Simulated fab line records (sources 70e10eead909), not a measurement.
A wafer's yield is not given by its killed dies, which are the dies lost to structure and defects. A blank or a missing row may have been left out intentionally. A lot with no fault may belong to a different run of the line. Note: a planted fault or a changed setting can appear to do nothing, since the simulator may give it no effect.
fab line records -- flow nand_harc -- part 2 of 2: steps 5 to 6 of 6
record: lots: 23, wafers: 69, last_day: 33
route steps=1302 shown A_CONTACT@1099 A_BLC@1125 A_M0@1154 A_M1@1181
lots that met no fault: from a run of the same line without faults
start_h: the number of hours between the record's first day and the start of the first shown wafer of the lot -- wait_h: how many hours have passed since the lot's step before this one -- " identical to the entry in the row above -- L1.1+2: a row that stands for several wafers -- - no value, or no start was given -- * or withheld: withheld -- < > ~ a bound
route shown NAME@n: a module of which the file shows steps, and the number in the route of the first -- usual: mean/standard deviation taken from wafers without a fault -- same: alike in all rows -- chamber/n: place in a boat -- sites: readings site by site -- _std_site: standard deviation of those values -- _edge_site: outer sites' mean less inner sites' -- radius_mm: for every site, how far away it sits from the centre of the wafer -- mask NAME#n: copy n -- behind: the last tool/chamber to shape the wafer -- hold: reason for holding the lot/hours on hold/outcome of the hold -- device: names the non-switching transistor (n, p or np) -- end of line: tests run on the same wafers once the route is complete -- step lacking rows: just its recipe -- killed: dies that structure and defects cost at the first sort, which is not the same as the wafer's yield -- map: shows each die of a wafer: x if killed, . if not, _ if none is there
set.NAME: the setting that was run; set.NAME@STEP: the one run at that earlier step -- model.NAME: the simulator's own value behind a step, which no gauge read
a sample of lots followed through the steps of the route, with each step as a table and each wafer as a row
services: from which hour (start_h, from the record's first day; less than 0 if before it) a tool's chamber was out of use, for how many hours, and why
== steps ==
step: NHARC_A_M1_INSPECT_11
usual: raw_defect_count: 84/36
lot.wafer,tool,chamber,start_h,wait_h,raw_defect_count
L076.1,defect_inspect-02,-,533.26,0.0,76
L076.3,defect_inspect-02,-,533.26,0.0,72
L076.5,defect_inspect-02,-,533.26,0.0,79
L074.2,defect_inspect-01,-,534.29,0.0,45
L074.3,defect_inspect-01,-,534.29,0.0,57
L074.4,defect_inspect-01,-,534.29,0.0,45
L075.1,defect_inspect-01,-,536.41,0.0,95
L075.2,defect_inspect-01,-,536.41,0.0,87
L075.4,defect_inspect-01,-,536.41,0.0,106
L077.1,defect_inspect-01,-,568.34,0.0,81
L077.3,defect_inspect-01,-,568.34,0.0,76
L077.4,defect_inspect-01,-,568.34,0.0,74
L079.3,defect_inspect-02,-,570.75,0.0,58
L079.4,defect_inspect-02,-,570.75,0.0,74
L079.6,defect_inspect-02,-,570.75,0.0,69
L078.1,defect_inspect-02,-,573.43,0.0,162
L078.3,defect_inspect-02,-,573.43,0.0,142
L078.6,defect_inspect-02,-,573.43,0.0,164
L080.2,defect_inspect-01,-,589.92,0.0,80
L080.4,defect_inspect-01,-,589.92,0.0,71
L080.5,defect_inspect-01,-,589.92,0.0,64
L081.1,defect_inspect-01,-,612.70,0.0,101
L081.3,defect_inspect-01,-,612.70,0.0,100
L081.4,defect_inspect-01,-,612.70,0.0,111
L083.2,defect_inspect-02,-,619.79,0.0,90
L083.4,defect_inspect-02,-,619.79,0.0,94
L083.5,defect_inspect-02,-,619.79,0.0,92
L082.1,defect_inspect-01,-,620.23,0.0,68
L082.2,defect_inspect-01,-,620.23,0.0,74
L082.5,defect_inspect-01,-,620.23,0.0,79
L084.1,defect_inspect-01,-,620.67,0.0,90
L084.3,defect_inspect-01,-,620.67,0.0,86
L084.4,defect_inspect-01,-,620.67,0.0,84
L085.4,defect_inspect-01,-,633.49,0.0,153
L085.5,defect_inspect-01,-,633.49,0.0,119
L085.6,defect_inspect-01,-,633.49,0.0,135
L086.1,defect_inspect-01,-,635.57,0.0,18
L086.2,defect_inspect-01,-,635.57,0.0,23
L086.4,defect_inspect-01,-,635.57,0.0,23
L088.3,defect_inspect-02,-,659.95,0.0,95
L088.5,defect_inspect-02,-,659.95,0.0,112
L088.6,defect_inspect-02,-,659.95,0.0,104
L089.3,defect_inspect-01,-,661.62,0.0,62
L089.5,defect_inspect-01,-,661.62,0.0,78
L089.6,defect_inspect-01,-,661.62,0.0,64
L087.1,defect_inspect-01,-,667.14,0.0,147
L087.3,defect_inspect-01,-,667.14,0.0,132
L087.6,defect_inspect-01,-,667.14,0.0,160
L091.1,defect_inspect-01,-,699.95,0.0,37
L091.3,defect_inspect-01,-,699.95,0.0,37
L091.5,defect_inspect-01,-,699.95,0.0,40
L092.2,defect_inspect-02,-,702.72,0.0,82
L092.4,defect_inspect-02,-,702.72,0.0,87
L092.6,defect_inspect-02,-,702.72,0.0,91
L090.4,defect_inspect-02,-,707.17,0.0,62
L090.5,defect_inspect-02,-,707.17,0.0,61
L090.6,defect_inspect-02,-,707.17,0.0,64
L093.3,defect_inspect-01,-,717.19,0.0,83
L093.5,defect_inspect-01,-,717.19,0.0,81
L093.6,defect_inspect-01,-,717.19,0.0,88
L097.2,defect_inspect-02,-,744.50,0.0,83
L097.3,defect_inspect-02,-,744.50,0.0,80
L097.4,defect_inspect-02,-,744.50,0.0,86
L095.1,defect_inspect-01,-,750.30,0.0,135
L095.3,defect_inspect-01,-,750.30,0.0,131
L095.5,defect_inspect-01,-,750.30,0.0,136
L096.1,defect_inspect-01,-,755.67,0.0,72
L096.2,defect_inspect-01,-,755.67,0.0,85
L096.5,defect_inspect-01,-,755.67,0.0,71
step: NHARC_A_M1_ETCH_35
recipe: target_depth_a: 400, overetch_a: 120, time_s: 43.94, ion_energy_ev: 200, n2_flow_sccm: 150, h2_flow_sccm: 150, ar_flow_sccm: 0, rf_w: 400, bias_w: 150, chemistry: N2/H2
usual: drypump_motor_current_A: 5.6/0.37, h2_flow_sccm: 150.1/0.46, oes_product_au: 1.003/0.01, rf_vpp_V: 430/3, showerhead_plenum_p_Torr: 2.03/0.1, throttle_valve_pct: 14.171/0.0086
lot.wafer,tool,chamber,start_h,wait_h,drypump_motor_current_A,h2_flow_sccm,oes_product_au,rf_hours_counter_h,rf_vpp_V,showerhead_plenum_p_Torr,throttle_valve_pct
L076.3,rie_diel-06,2,533.43,0.1,5.6,149.4,1.001,1.1,428,1.96,14.175
L076.1,rie_diel-06,3,533.43,0.1,5.2,151.0,0.987,1.0,435,2.20,14.173
L076.5,rie_diel-06,1,533.43,0.1,5.9,150.5,0.994,-,427,1.93,14.180
L074.4,rie_diel-03,3,534.44,0.1,5.5,149.1,0.999,4.4,434,2.15,14.154
L074.2,rie_diel-03,0,534.44,0.1,6.0,149.4,0.988,4.7,426,1.91,14.177
L074.3,rie_diel-03,1,534.44,0.1,6.0,149.7,0.991,4.8,428,1.94,14.168
L075.4,rie_diel-03,1,536.55,0.1,5.9,150.1,0.995,4.9,427,1.94,14.169
L075.1,rie_diel-03,3,536.55,0.1,5.5,148.7,1.017,4.5,435,2.15,14.170
L075.2,rie_diel-03,0,536.55,0.1,6.0,149.9,1.003,4.7,427,1.91,14.161
L077.4,rie_diel-07,1,568.49,0.1,5.1,150.3,0.986,6.9,430,2.00,14.184
L077.1,rie_diel-07,2,568.49,0.1,5.2,149.7,1.003,6.2,433,2.15,14.189
L077.3,rie_diel-07,3,568.49,0.1,5.1,151.1,0.997,6.2,430,2.07,14.186
L079.3,rie_diel-06,0,570.91,0.1,5.9,149.2,1.004,2.1,428,1.96,14.185
L079.6,rie_diel-06,0,570.91,0.1,6.0,150.4,1.014,-,427,1.96,14.176
L079.4,rie_diel-06,1,570.91,0.1,5.9,150.3,0.990,-,427,1.93,14.169
L078.3,rie_diel-03,2,573.58,0.1,4.8,149.3,1.003,4.4,432,2.08,14.185
L078.1,rie_diel-03,0,573.58,0.1,6.0,149.2,0.991,5.7,426,1.91,14.164
L078.6,rie_diel-03,2,573.58,0.1,4.8,149.6,1.002,-,432,2.08,14.168
L080.2,rie_diel-03,0,590.07,0.1,6.0,150.5,0.992,6.3,427,1.91,14.188
L080.4,rie_diel-03,2,590.07,0.1,4.8,150.2,0.990,5.3,432,2.08,14.175
L080.5,rie_diel-03,0,590.07,0.1,6.0,151.0,1.005,-,425,1.91,14.180
L081.3,rie_diel-06,2,612.86,0.1,5.6,149.8,1.019,2.1,428,1.96,14.169
L081.4,rie_diel-06,3,612.86,0.1,5.3,150.3,1.000,3.9,435,2.20,14.164
L081.1,rie_diel-06,0,612.86,0.1,6.0,150.2,1.019,4.0,428,1.96,14.189
L083.2,rie_diel-06,1,619.93,0.1,5.9,150.1,1.017,4.1,426,1.93,14.167
L083.4,rie_diel-06,0,619.93,0.1,6.0,150.3,1.020,4.0,428,1.96,14.162
L083.5,rie_diel-06,2,619.93,0.1,5.6,149.8,1.024,-,429,1.96,14.181
L082.2,rie_diel-06,3,620.39,0.1,5.2,149.7,0.992,4.0,435,2.20,14.172
L082.1,rie_diel-06,0,620.39,0.1,6.0,150.3,1.020,4.1,428,1.96,14.175
L082.5,rie_diel-06,2,620.39,0.1,5.6,150.1,1.005,-,428,1.96,14.182
L084.1,rie_diel-06,2,620.82,0.1,5.5,149.3,1.010,2.3,427,1.96,14.171
L084.3,rie_diel-06,3,620.82,0.1,5.3,150.6,0.994,4.0,435,2.20,14.165
L084.4,rie_diel-06,1,620.82,0.1,5.8,149.5,1.011,4.1,425,1.93,14.179
L085.4,rie_diel-06,3,633.64,0.1,5.2,149.5,1.008,4.7,436,2.20,14.174
L085.6,rie_diel-06,1,633.64,0.1,5.9,149.8,1.011,-,429,1.93,14.169
L085.5,rie_diel-06,2,633.64,0.1,5.6,149.9,1.015,-,428,1.96,14.177
L086.1,rie_diel-06,1,635.72,0.1,5.9,150.0,1.010,4.8,428,1.93,14.171
L086.4,rie_diel-06,2,635.72,0.1,5.6,149.8,1.000,3.1,430,1.96,14.188
L086.2,rie_diel-06,3,635.72,0.1,5.2,150.2,1.008,4.7,436,2.20,14.158
L088.3,rie_diel-06,0,660.11,0.1,5.9,149.8,1.012,5.1,428,1.96,14.173
L088.6,rie_diel-06,2,660.11,0.1,5.6,150.1,0.985,-,429,1.96,14.164
L088.5,rie_diel-06,3,660.11,0.1,5.2,149.4,1.000,-,436,2.20,14.167
L089.3,rie_diel-07,3,661.78,0.1,5.1,150.2,0.990,0.1,431,2.07,14.173
L089.5,rie_diel-07,3,661.78,0.1,5.1,150.2,0.996,-,431,2.07,14.168
L089.6,rie_diel-07,1,661.78,0.1,5.1,150.4,0.999,-,430,2.00,14.168
L087.1,rie_diel-07,0,667.30,0.1,5.9,150.7,0.999,0.0,434,2.11,14.165
L087.3,rie_diel-07,3,667.30,0.1,5.1,151.1,0.992,0.3,431,2.07,14.170
L087.6,rie_diel-07,3,667.30,0.1,5.1,150.3,1.000,-,431,2.07,14.170
L091.1,rie_diel-03,0,700.10,0.1,6.0,150.6,1.008,1.7,427,1.91,14.164
L091.3,rie_diel-03,2,700.10,0.1,4.8,149.5,1.010,3.6,432,2.08,14.182
L091.5,rie_diel-03,0,700.10,0.1,6.0,150.6,1.007,-,426,1.91,14.169
L092.2,rie_diel-03,3,702.87,0.1,5.5,149.5,1.002,4.4,434,2.15,14.173
L092.4,rie_diel-03,1,702.87,0.1,5.9,150.8,0.993,4.4,427,1.94,14.165
L092.6,rie_diel-03,3,702.87,0.1,5.5,150.6,0.997,-,434,2.15,14.174
L090.4,rie_diel-07,0,707.32,0.1,5.9,149.8,0.997,2.5,432,2.11,14.182
L090.6,rie_diel-07,3,707.32,0.1,5.1,149.8,1.006,-,432,2.07,14.162
L090.5,rie_diel-07,0,707.32,0.1,5.9,150.0,0.996,-,433,2.11,14.170
L093.3,rie_diel-06,1,717.34,0.1,5.8,150.1,0.995,1.9,427,1.93,14.159
L093.5,rie_diel-06,0,717.34,0.1,6.0,149.9,1.015,-,429,1.96,14.167
L093.6,rie_diel-06,1,717.34,0.1,5.9,150.3,0.990,-,430,1.93,14.159
L097.2,rie_diel-06,3,744.65,0.1,5.3,150.4,1.008,1.6,434,2.20,14.163
L097.3,rie_diel-06,0,744.65,0.1,6.0,149.2,1.010,1.8,429,1.96,14.154
L097.4,rie_diel-06,1,744.65,0.1,5.9,149.5,0.993,2.4,427,1.93,14.155
L095.3,rie_diel-03,1,750.44,0.1,6.0,149.3,0.985,6.7,429,1.94,14.186
L095.1,rie_diel-03,2,750.44,0.1,4.8,149.8,1.007,6.5,431,2.08,14.191
L095.5,rie_diel-03,1,750.44,0.1,5.9,150.2,0.985,-,428,1.94,14.169
L096.1,rie_diel-06,2,755.83,0.1,5.6,149.8,0.985,2.4,428,1.96,14.165
L096.2,rie_diel-06,0,755.83,0.1,6.0,150.2,1.012,2.1,426,1.96,14.174
L096.5,rie_diel-06,2,755.83,0.1,5.6,150.9,0.992,-,427,1.96,14.163
== services ==
tool,chamber,start_h,hours,kind
rie_diel-06,-,500.15,0.2,repair
rie_diel-12,2,506.11,3.9,repair
rie_diel-12,-,514.39,0.3,repair
rie_diel-06,3,523.35,2.8,repair
rie_diel-12,2,535.11,9.0,repair
rie_diel-06,2,540.74,62.7,repair
rie_diel-08,-,544.80,9.0,pm
rie_diel-06,3,545.33,2.2,repair
rie_diel-01,-,557.80,9.0,pm
rie_diel-12,0,569.32,1.6,repair
rie_diel-09,2,577.28,8.8,repair
rie_diel-08,2,599.04,6.1,repair
rie_diel-12,0,599.53,10.3,repair
rie_diel-01,-,603.45,0.3,repair
rie_diel-01,3,610.41,1.3,repair
rie_diel-12,-,622.43,9.0,pm
rie_diel-08,1,631.41,7.6,repair
rie_diel-06,-,661.24,9.0,pm
rie_diel-09,-,671.61,1.7,repair
rie_diel-12,1,684.35,11.4,repair
rie_diel-01,-,691.65,0.7,repair
rie_diel-06,-,731.54,0.3,repair
rie_diel-01,-,734.80,9.0,pm
rie_diel-01,0,749.44,5.0,repair
